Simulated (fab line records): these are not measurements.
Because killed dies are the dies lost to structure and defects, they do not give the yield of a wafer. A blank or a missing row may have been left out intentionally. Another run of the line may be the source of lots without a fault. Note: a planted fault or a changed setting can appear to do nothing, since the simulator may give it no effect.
Which tool is to blame? || flow n5-finfet || at 1 step of a route of 1938, 12 lots with 35 wafers sampled

WHAT THE GAUGES SHOWED, per wafer
N5_BEOL_M8_OVL_MEAS_12. Usual: M8_OVL -0.1 nm, standard deviation 0.66.
{"lot": "L399", "measured": "day 9 13:41", "on": "overlay-02", "M8_OVL (nm)": "0.0 0.5 0.2", "flag": ""}
{"lot": "L398", "measured": "day 9 16:58", "on": "overlay-02", "M8_OVL (nm)": "1.2 1.6 -0.9", "flag": ""}
{"lot": "L400", "measured": "day 9 18:26", "on": "overlay-02", "M8_OVL (nm)": "0.5 1.0 0.1", "flag": ""}
{"lot": "L404", "measured": "day 10 23:58", "on": "overlay-02", "M8_OVL (nm)": "0.4 0.8 0.9", "flag": ""}
{"lot": "L406", "measured": "day 11 08:26", "on": "overlay-01", "M8_OVL (nm)": "0.4 -0.1", "flag": ""}
{"lot": "L405", "measured": "day 11 08:39", "on": "overlay-01", "M8_OVL (nm)": "0.0 -0.7 0.4", "flag": ""}
{"lot": "L409", "measured": "day 12 06:29", "on": "overlay-01", "M8_OVL (nm)": "-0.5 0.9 -1.3", "flag": ""}
{"lot": "L410", "measured": "day 12 15:14", "on": "overlay-01", "M8_OVL (nm)": "-0.2 -0.2 -0.9", "flag": ""}
{"lot": "L414", "measured": "day 13 20:41", "on": "overlay-02", "M8_OVL (nm)": "-0.2 0.4 0.6", "flag": ""}
{"lot": "L419", "measured": "day 15 02:07", "on": "overlay-02", "M8_OVL (nm)": "0.1 1.3 -0.4", "flag": ""}
{"lot": "L421", "measured": "day 15 07:12", "on": "overlay-01", "M8_OVL (nm)": "-1.4 -0.9 -0.4", "flag": ""}
{"lot": "L420", "measured": "day 15 07:22", "on": "overlay-01", "M8_OVL (nm)": "-0.2 -0.2 -0.2", "flag": ""}

WHICH TOOL RAN EACH LOT (tool, then ch and the chambers of the sampled wafers, then the start)
The record shows no process step preceding these readings.

WHAT THE TOOLS THEMSELVES READ (means of the sampled wafers that have a number; where no wafer has one, the mark that the record gives instead)
The record holds no such reading with a usual standard deviation.

THE ANSWER, worked out from the rows above alone
Rule: take the mean of a lot's wafers that have a number; if it is more than 3 standard deviations from the usual mean, the lot is off. A lot without any number at a reading at which 4 lots or more have one is off too. Where the step has rows for the other lots, those lots are counted as sound. Order of review: gauges by route order, followed by the tools' own readings, for which a lot's mean as printed above is used. At the first step where some lot is off, the reading lying furthest off is the one used; lots without a number count as furthest.
None of the lots is off at any reading shown; this tells nothing.

WHAT HAD BEEN PUT IN BY THE SIMULATOR
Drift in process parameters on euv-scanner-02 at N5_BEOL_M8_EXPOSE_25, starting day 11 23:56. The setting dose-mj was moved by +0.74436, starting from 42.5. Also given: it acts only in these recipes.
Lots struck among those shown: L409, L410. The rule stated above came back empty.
